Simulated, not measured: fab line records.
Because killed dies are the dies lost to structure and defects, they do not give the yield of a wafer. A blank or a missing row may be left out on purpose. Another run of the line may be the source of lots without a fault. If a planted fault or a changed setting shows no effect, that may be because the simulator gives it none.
Which tool is to blame? || flow nandHarc || 36 wafers from 12 lots sampled at 5 of the route's 1302 steps

WHAT THE GAUGES READ, wafer by wafer
NHARC_THIN_TSV_INSPECT_40. Usual: rawDefectCount 549, standard deviation 87.
{"lot": "L414", "measured": "day 23 21:56", "on": "defectInspect-01", "rawDefectCount": "567 567 582", "flag": ""}
{"lot": "L415", "measured": "day 24 23:50", "on": "defectInspect-02", "rawDefectCount": "499 490 460", "flag": ""}
{"lot": "L423", "measured": "day 27 11:13", "on": "defectInspect-02", "rawDefectCount": 559, "flag": ""}
{"lot": "L424", "measured": "day 28 03:30", "on": "defectInspect-02", "rawDefectCount": "705 455", "flag": ""}
{"lot": "L426", "measured": "day 29 11:52", "on": "defectInspect-01", "rawDefectCount": "438 426 395", "flag": ""}
{"lot": "L428", "measured": "day 30 11:53", "on": "defectInspect-01", "rawDefectCount": "626 489 580", "flag": ""}
{"lot": "L430", "measured": "day 30 23:07", "on": "defectInspect-01", "rawDefectCount": "447 602 461", "flag": ""}
{"lot": "L431", "measured": "day 30 23:07", "on": "defectInspect-02", "rawDefectCount": "542 518 616", "flag": ""}
{"lot": "L432", "measured": "day 32 17:50", "on": "defectInspect-01", "rawDefectCount": "400 424 408", "flag": ""}
{"lot": "L434", "measured": "day 32 23:57", "on": "defectInspect-02", "rawDefectCount": "530 646 584", "flag": ""}
{"lot": "L433", "measured": "day 32 23:57", "on": "defectInspect-01", "rawDefectCount": "560 431 489", "flag": ""}
{"lot": "L436", "measured": "day 34 03:58", "on": "defectInspect-01", "rawDefectCount": "525 621 556", "flag": ""}

NHARC_END_SORT_01. Usual: defectLimitedYield 91.4 % (standard deviation 2.5); killedAtArray 54 (standard deviation 17); killedAtOther 1.0 (standard deviation 1.4); killedAtPeriphery 3.6 (standard deviation 2.1); killedDies 58 (standard deviation 17); killedOpen 3.2 (standard deviation 2); killedShort 2.5 (standard deviation 1.5).
{"lot": "L423", "measured": "day 27 15:53", "on": "prober-02", "defectLimitedYield (%)": "0.1 0.9 95.4", "killedAtArray": "61 55 26", "killedAtOther": "2 1 2", "killedAtPeriphery": "613 615 3", "killedDies": "676 671 31", "killedOpen": "4 0 2", "killedShort": "3 0 2", "flag": "OFF"}
{"lot": "L424", "measured": "day 28 08:09", "on": "prober-01", "defectLimitedYield (%)": "0.3 90.1 91.3", "killedAtArray": "36 58 52", "killedAtOther": "4 7 3", "killedAtPeriphery": "635 2 4", "killedDies": "675 67 59", "killedOpen": "3 2 3", "killedShort": "2 3 1", "flag": "OFF"}
{"lot": "L428", "measured": "day 30 14:57", "on": "prober-02", "defectLimitedYield (%)": "91.1 92.0 90.3", "killedAtArray": "58 52 62", "killedAtOther": "0 1 0", "killedAtPeriphery": "2 1 4", "killedDies": "60 54 66", "killedOpen": "3 3 3", "killedShort": "1 1 3", "flag": ""}
{"lot": "L430", "measured": "day 31 03:02", "on": "prober-01", "defectLimitedYield (%)": "93.8 91.9 94.2", "killedAtArray": "32 48 33", "killedAtOther": "0 1 1", "killedAtPeriphery": "10 6 5", "killedDies": "42 55 39", "killedOpen": "3 2 2", "killedShort": "2 6 6", "flag": ""}
{"lot": "L431", "measured": "day 31 02:09", "on": "prober-02", "defectLimitedYield (%)": "88.8 90.3 88.9", "killedAtArray": "68 64 72", "killedAtOther": "0 0 2", "killedAtPeriphery": "8 2 1", "killedDies": "76 66 75", "killedOpen": "0 1 3", "killedShort": "5 0 2", "flag": ""}
{"lot": "L432", "measured": "day 32 20:53", "on": "prober-01", "defectLimitedYield (%)": "94.2 95.7 94.7", "killedAtArray": "34 25 32", "killedAtOther": "2 1 1", "killedAtPeriphery": "3 3 3", "killedDies": "39 29 36", "killedOpen": "6 3 4", "killedShort": "5 2 6", "flag": ""}
{"lot": "L434", "measured": "day 33 05:17", "on": "prober-02", "defectLimitedYield (%)": "86.7 90.4 86.4", "killedAtArray": "85 61 88", "killedAtOther": "0 0 0", "killedAtPeriphery": "5 4 4", "killedDies": "90 65 92", "killedOpen": "4 6 4", "killedShort": "1 0 3", "flag": ""}
{"lot": "L433", "measured": "day 33 05:29", "on": "prober-01", "defectLimitedYield (%)": "90.7 90.1 90.3", "killedAtArray": "57 57 63", "killedAtOther": "2 2 1", "killedAtPeriphery": "4 8 2", "killedDies": "63 67 66", "killedOpen": "2 3 3", "killedShort": "2 2 0", "flag": ""}

WHAT TOOL EACH LOT RAN ON (gives the tool, then ch and the chambers of the sampled wafers, and finally the start)
{"lot": "L414", "NHARC_P_BONDPAD_PVD_27": "pvdSputter-01, day 6 16:44", "NHARC_A_BONDPAD_DESCUM_11": "rieDiel-04 ch 0,1,3, day 22 17:02", "NHARC_A_BONDPAD_STRIP_15": "rieDiel-04 ch 0,1,2, day 22 17:25"}
{"lot": "L415", "NHARC_P_BONDPAD_PVD_27": "pvdSputter-03, day 7 10:10", "NHARC_A_BONDPAD_DESCUM_11": "rieDiel-09 ch 0,2,3, day 23 21:08", "NHARC_A_BONDPAD_STRIP_15": "rieDiel-09 ch 2,3, day 23 21:31"}
{"lot": "L423", "NHARC_P_BONDPAD_PVD_27": "pvdSputter-03, day 10 11:52", "NHARC_A_BONDPAD_DESCUM_11": "rieDiel-04 ch 3, day 26 05:47", "NHARC_A_BONDPAD_STRIP_15": "rieDiel-04 ch 3, day 26 06:13"}
{"lot": "L424", "NHARC_P_BONDPAD_PVD_27": "pvdSputter-03, day 10 16:35", "NHARC_A_BONDPAD_DESCUM_11": "rieDiel-09 ch 1,2, day 27 00:44", "NHARC_A_BONDPAD_STRIP_15": "rieDiel-04 ch 1,3, day 27 01:09"}
{"lot": "L426", "NHARC_P_BONDPAD_PVD_27": "pvdSputter-02, day 11 13:55", "NHARC_A_BONDPAD_DESCUM_11": "rieDiel-04 ch 0,2,3, day 28 08:26", "NHARC_A_BONDPAD_STRIP_15": "rieDiel-04 ch 0,1,3, day 28 08:52"}
{"lot": "L428", "NHARC_P_BONDPAD_PVD_27": "pvdSputter-02, day 12 22:01", "NHARC_A_BONDPAD_DESCUM_11": "rieDiel-04 ch 0,2,3, day 29 10:25", "NHARC_A_BONDPAD_STRIP_15": "rieDiel-04 ch 0,2,3, day 29 10:52"}
{"lot": "L430", "NHARC_P_BONDPAD_PVD_27": "pvdSputter-03, day 13 18:25", "NHARC_A_BONDPAD_DESCUM_11": "rieDiel-04 ch 0,2,3, day 29 16:29", "NHARC_A_BONDPAD_STRIP_15": "rieDiel-02 ch 0,2,3, day 29 16:57"}
{"lot": "L431", "NHARC_P_BONDPAD_PVD_27": "pvdSputter-02, day 13 22:05", "NHARC_A_BONDPAD_DESCUM_11": "rieDiel-04 ch 1,2,3, day 29 20:44", "NHARC_A_BONDPAD_STRIP_15": "rieDiel-04 ch 0,1,2, day 29 21:07"}
{"lot": "L432", "NHARC_P_BONDPAD_PVD_27": "pvdSputter-03, day 14 07:40", "NHARC_A_BONDPAD_DESCUM_11": "rieDiel-02 ch 0,1,3, day 31 09:02", "NHARC_A_BONDPAD_STRIP_15": "rieDiel-04 ch 0,2,3, day 31 09:29"}
{"lot": "L434", "NHARC_P_BONDPAD_PVD_27": "pvdSputter-02, day 15 00:22", "NHARC_A_BONDPAD_DESCUM_11": "rieDiel-02 ch 0,3, day 31 18:44", "NHARC_A_BONDPAD_STRIP_15": "rieDiel-04 ch 1,2, day 31 19:07"}
{"lot": "L433", "NHARC_P_BONDPAD_PVD_27": "pvdSputter-03, day 15 01:15", "NHARC_A_BONDPAD_DESCUM_11": "rieDiel-04 ch 0,2, day 31 18:12", "NHARC_A_BONDPAD_STRIP_15": "rieDiel-04 ch 1,3, day 31 18:35"}
{"lot": "L436", "NHARC_P_BONDPAD_PVD_27": "pvdSputter-02, day 16 03:04", "NHARC_A_BONDPAD_DESCUM_11": "rieDiel-09 ch 0,1,2, day 32 22:28", "NHARC_A_BONDPAD_STRIP_15": "rieDiel-09 ch 2,3, day 32 22:53"}
- NHARC_P_BONDPAD_PVD_27: deposits Cu, target thk 30 nm, time 20.49 s.
- NHARC_A_BONDPAD_DESCUM_11: chemistry O2, time 3 s.
- NHARC_A_BONDPAD_STRIP_15: strips in O2.

WHAT THE TOOLS THEMSELVES READ (means of the sampled wafers that have a number; where no wafer has one, the mark that the record gives instead)
NHARC_P_BONDPAD_PVD_27. Usual: throttleValvePct 29.9 %, standard deviation 1.
{"lot": "L414", "tool": "pvdSputter-01", "throttleValvePct (%)": 29.9, "flag": ""}
{"lot": "L415", "tool": "pvdSputter-03", "throttleValvePct (%)": 29.4, "flag": ""}
{"lot": "L423", "tool": "pvdSputter-03", "throttleValvePct (%)": 28.9, "flag": ""}
{"lot": "L424", "tool": "pvdSputter-03", "throttleValvePct (%)": 29.3, "flag": ""}
{"lot": "L426", "tool": "pvdSputter-02", "throttleValvePct (%)": 29.2, "flag": ""}
{"lot": "L428", "tool": "pvdSputter-02", "throttleValvePct (%)": 30.2, "flag": ""}
{"lot": "L430", "tool": "pvdSputter-03", "throttleValvePct (%)": 28.7, "flag": ""}
{"lot": "L431", "tool": "pvdSputter-02", "throttleValvePct (%)": 29.8, "flag": ""}
{"lot": "L432", "tool": "pvdSputter-03", "throttleValvePct (%)": 29.2, "flag": ""}
{"lot": "L434", "tool": "pvdSputter-02", "throttleValvePct (%)": 29.9, "flag": ""}
{"lot": "L433", "tool": "pvdSputter-03", "throttleValvePct (%)": 29.2, "flag": ""}
{"lot": "L436", "tool": "pvdSputter-02", "throttleValvePct (%)": 31.4, "flag": ""}

NHARC_A_BONDPAD_DESCUM_11. Usual: chamberPressureMTorr 60.00 mTorr (standard deviation 0.056); drypumpMotorCurrentA 5.6 A (standard deviation 0.4); o2FlowSccm 200.0 sccm (standard deviation 0.6); oesProductAu 0.999 a.u. (standard deviation 0.01); rfVppV 58.0 V (standard deviation 0.93); showerheadPlenumPTorr 1.95 Torr (standard deviation 0.097); throttleValvePct 11.311 % (standard deviation 0.0098).
{"lot": "L414", "tool": "rieDiel-04", "chamberPressureMTorr (mTorr)": 59.99, "drypumpMotorCurrentA (A)": 5.6, "o2FlowSccm (sccm)": 200.1, "oesProductAu (a.u.)": 0.993, "rfVppV (V)": 57.8, "showerheadPlenumPTorr (Torr)": 2.02, "throttleValvePct (%)": 11.302, "flag": ""}
{"lot": "L415", "tool": "rieDiel-09", "chamberPressureMTorr (mTorr)": 59.99, "drypumpMotorCurrentA (A)": 5.5, "o2FlowSccm (sccm)": 200.1, "oesProductAu (a.u.)": 0.991, "rfVppV (V)": 58.0, "showerheadPlenumPTorr (Torr)": 1.86, "throttleValvePct (%)": 11.317, "flag": ""}
{"lot": "L423", "tool": "rieDiel-04", "chamberPressureMTorr (mTorr)": 60.03, "drypumpMotorCurrentA (A)": 5.4, "o2FlowSccm (sccm)": 200.1, "oesProductAu (a.u.)": 1.004, "rfVppV (V)": 58.2, "showerheadPlenumPTorr (Torr)": 2.05, "throttleValvePct (%)": 11.307, "flag": ""}
{"lot": "L424", "tool": "rieDiel-09", "chamberPressureMTorr (mTorr)": 60.08, "drypumpMotorCurrentA (A)": 5.2, "o2FlowSccm (sccm)": 200.0, "oesProductAu (a.u.)": 1.006, "rfVppV (V)": 57.8, "showerheadPlenumPTorr (Torr)": 1.85, "throttleValvePct (%)": 11.305, "flag": ""}
{"lot": "L426", "tool": "rieDiel-04", "chamberPressureMTorr (mTorr)": 59.98, "drypumpMotorCurrentA (A)": 5.8, "o2FlowSccm (sccm)": 200.2, "oesProductAu (a.u.)": 0.988, "rfVppV (V)": 58.1, "showerheadPlenumPTorr (Torr)": 2.04, "throttleValvePct (%)": 11.320, "flag": ""}
{"lot": "L428", "tool": "rieDiel-04", "chamberPressureMTorr (mTorr)": 60.05, "drypumpMotorCurrentA (A)": 5.8, "o2FlowSccm (sccm)": 200.0, "oesProductAu (a.u.)": 0.996, "rfVppV (V)": 58.2, "showerheadPlenumPTorr (Torr)": 2.04, "throttleValvePct (%)": 11.314, "flag": ""}
{"lot": "L430", "tool": "rieDiel-04", "chamberPressureMTorr (mTorr)": 60.04, "drypumpMotorCurrentA (A)": 5.8, "o2FlowSccm (sccm)": 200.2, "oesProductAu (a.u.)": 0.997, "rfVppV (V)": 58.6, "showerheadPlenumPTorr (Torr)": 2.04, "throttleValvePct (%)": 11.312, "flag": ""}
{"lot": "L431", "tool": "rieDiel-04", "chamberPressureMTorr (mTorr)": 60.03, "drypumpMotorCurrentA (A)": 5.5, "o2FlowSccm (sccm)": 199.6, "oesProductAu (a.u.)": 1.005, "rfVppV (V)": 59.0, "showerheadPlenumPTorr (Torr)": 2.00, "throttleValvePct (%)": 11.310, "flag": ""}
{"lot": "L432", "tool": "rieDiel-02", "chamberPressureMTorr (mTorr)": 60.02, "drypumpMotorCurrentA (A)": 5.5, "o2FlowSccm (sccm)": 200.2, "oesProductAu (a.u.)": 1.000, "rfVppV (V)": 57.6, "showerheadPlenumPTorr (Torr)": 1.89, "throttleValvePct (%)": 11.328, "flag": ""}
{"lot": "L434", "tool": "rieDiel-02", "chamberPressureMTorr (mTorr)": 60.03, "drypumpMotorCurrentA (A)": 5.2, "o2FlowSccm (sccm)": 199.8, "oesProductAu (a.u.)": 1.006, "rfVppV (V)": 57.7, "showerheadPlenumPTorr (Torr)": 1.86, "throttleValvePct (%)": 11.317, "flag": ""}
{"lot": "L433", "tool": "rieDiel-04", "chamberPressureMTorr (mTorr)": 59.97, "drypumpMotorCurrentA (A)": 6.1, "o2FlowSccm (sccm)": 200.2, "oesProductAu (a.u.)": 1.000, "rfVppV (V)": 59.1, "showerheadPlenumPTorr (Torr)": 2.04, "throttleValvePct (%)": 11.318, "flag": ""}
{"lot": "L436", "tool": "rieDiel-09", "chamberPressureMTorr (mTorr)": 60.02, "drypumpMotorCurrentA (A)": 5.3, "o2FlowSccm (sccm)": 200.2, "oesProductAu (a.u.)": 1.010, "rfVppV (V)": 57.0, "showerheadPlenumPTorr (Torr)": 1.82, "throttleValvePct (%)": 11.310, "flag": ""}

NHARC_A_BONDPAD_STRIP_15. Usual: chamberPressureMTorr 60.00 mTorr (standard deviation 0.054); drypumpMotorCurrentA 5.6 A (standard deviation 0.38); o2FlowSccm 500.0 sccm (standard deviation 1.4); oesProductAu 0.998 a.u. (standard deviation 0.0095); rfVppV 58.0 V (standard deviation 0.83); showerheadPlenumPTorr 3.65 Torr (standard deviation 0.14); throttleValvePct 17.036 % (standard deviation 0.0088).
{"lot": "L414", "tool": "rieDiel-04", "chamberPressureMTorr (mTorr)": 60.01, "drypumpMotorCurrentA (A)": 5.8, "o2FlowSccm (sccm)": 500.6, "oesProductAu (a.u.)": 0.994, "rfVppV (V)": 58.3, "showerheadPlenumPTorr (Torr)": 3.68, "throttleValvePct (%)": 17.040, "flag": ""}
{"lot": "L415", "tool": "rieDiel-09", "chamberPressureMTorr (mTorr)": 60.07, "drypumpMotorCurrentA (A)": 5.7, "o2FlowSccm (sccm)": 498.2, "oesProductAu (a.u.)": 0.991, "rfVppV (V)": 58.4, "showerheadPlenumPTorr (Torr)": 3.58, "throttleValvePct (%)": 17.029, "flag": ""}
{"lot": "L423", "tool": "rieDiel-04", "chamberPressureMTorr (mTorr)": 60.03, "drypumpMotorCurrentA (A)": 5.4, "o2FlowSccm (sccm)": 498.7, "oesProductAu (a.u.)": 1.002, "rfVppV (V)": 58.3, "showerheadPlenumPTorr (Torr)": 3.76, "throttleValvePct (%)": 17.034, "flag": ""}
{"lot": "L424", "tool": "rieDiel-04", "chamberPressureMTorr (mTorr)": 60.00, "drypumpMotorCurrentA (A)": 5.3, "o2FlowSccm (sccm)": 499.9, "oesProductAu (a.u.)": 0.995, "rfVppV (V)": 58.0, "showerheadPlenumPTorr (Torr)": 3.67, "throttleValvePct (%)": 17.032, "flag": ""}
{"lot": "L426", "tool": "rieDiel-04", "chamberPressureMTorr (mTorr)": 60.00, "drypumpMotorCurrentA (A)": 5.6, "o2FlowSccm (sccm)": 501.0, "oesProductAu (a.u.)": 0.991, "rfVppV (V)": 58.3, "showerheadPlenumPTorr (Torr)": 3.71, "throttleValvePct (%)": 17.047, "flag": ""}
{"lot": "L428", "tool": "rieDiel-04", "chamberPressureMTorr (mTorr)": 60.04, "drypumpMotorCurrentA (A)": 5.8, "o2FlowSccm (sccm)": 500.4, "oesProductAu (a.u.)": 0.992, "rfVppV (V)": 58.3, "showerheadPlenumPTorr (Torr)": 3.74, "throttleValvePct (%)": 17.041, "flag": ""}
{"lot": "L430", "tool": "rieDiel-02", "chamberPressureMTorr (mTorr)": 59.96, "drypumpMotorCurrentA (A)": 5.6, "o2FlowSccm (sccm)": 499.6, "oesProductAu (a.u.)": 1.016, "rfVppV (V)": 57.5, "showerheadPlenumPTorr (Torr)": 3.45, "throttleValvePct (%)": 17.036, "flag": ""}
{"lot": "L431", "tool": "rieDiel-04", "chamberPressureMTorr (mTorr)": 60.03, "drypumpMotorCurrentA (A)": 5.8, "o2FlowSccm (sccm)": 500.4, "oesProductAu (a.u.)": 0.997, "rfVppV (V)": 58.2, "showerheadPlenumPTorr (Torr)": 3.68, "throttleValvePct (%)": 17.037, "flag": ""}
{"lot": "L432", "tool": "rieDiel-04", "chamberPressureMTorr (mTorr)": 60.03, "drypumpMotorCurrentA (A)": 5.8, "o2FlowSccm (sccm)": 500.6, "oesProductAu (a.u.)": 1.002, "rfVppV (V)": 58.3, "showerheadPlenumPTorr (Torr)": 3.74, "throttleValvePct (%)": 17.039, "flag": ""}
{"lot": "L434", "tool": "rieDiel-04", "chamberPressureMTorr (mTorr)": 60.00, "drypumpMotorCurrentA (A)": 5.5, "o2FlowSccm (sccm)": 499.6, "oesProductAu (a.u.)": 0.993, "rfVppV (V)": 58.4, "showerheadPlenumPTorr (Torr)": 3.62, "throttleValvePct (%)": 17.027, "flag": ""}
{"lot": "L433", "tool": "rieDiel-04", "chamberPressureMTorr (mTorr)": 59.95, "drypumpMotorCurrentA (A)": 5.3, "o2FlowSccm (sccm)": 498.9, "oesProductAu (a.u.)": 0.993, "rfVppV (V)": 58.0, "showerheadPlenumPTorr (Torr)": 3.65, "throttleValvePct (%)": 17.032, "flag": ""}
{"lot": "L436", "tool": "rieDiel-09", "chamberPressureMTorr (mTorr)": 59.99, "drypumpMotorCurrentA (A)": 5.4, "o2FlowSccm (sccm)": 499.6, "oesProductAu (a.u.)": 0.996, "rfVppV (V)": 57.8, "showerheadPlenumPTorr (Torr)": 3.41, "throttleValvePct (%)": 17.043, "flag": ""}

THE ANSWER, worked out from the rows above alone
Rule: take the mean of a lot's wafers that have a number; if it is more than 3 standard deviations from the usual mean, the lot is off. A lot without any number at a reading at which 4 lots or more have one is off too. Where the step has rows for the other lots, those lots are counted as sound. The gauges are gone through in route order, then the tools' own readings, and for those a lot's mean is taken as printed above. At the first step where some lot is off, the reading lying furthest off is the one used; lots without a number count as furthest.
Off at NHARC_END_SORT_01 (killedAtPeriphery): L423, L424. Neither off nor sound, because the step has no rows for them: L414, L415, L426, L436.
If a tool, at a process step before that reading, ran all the lots that are off and no sound lot after the first of them, it fits. Gauges at NHARC_END_SORT_01: tried the same way as those tools. Of those tried, none fits.

WHAT HAD BEEN PUT IN BY THE SIMULATOR
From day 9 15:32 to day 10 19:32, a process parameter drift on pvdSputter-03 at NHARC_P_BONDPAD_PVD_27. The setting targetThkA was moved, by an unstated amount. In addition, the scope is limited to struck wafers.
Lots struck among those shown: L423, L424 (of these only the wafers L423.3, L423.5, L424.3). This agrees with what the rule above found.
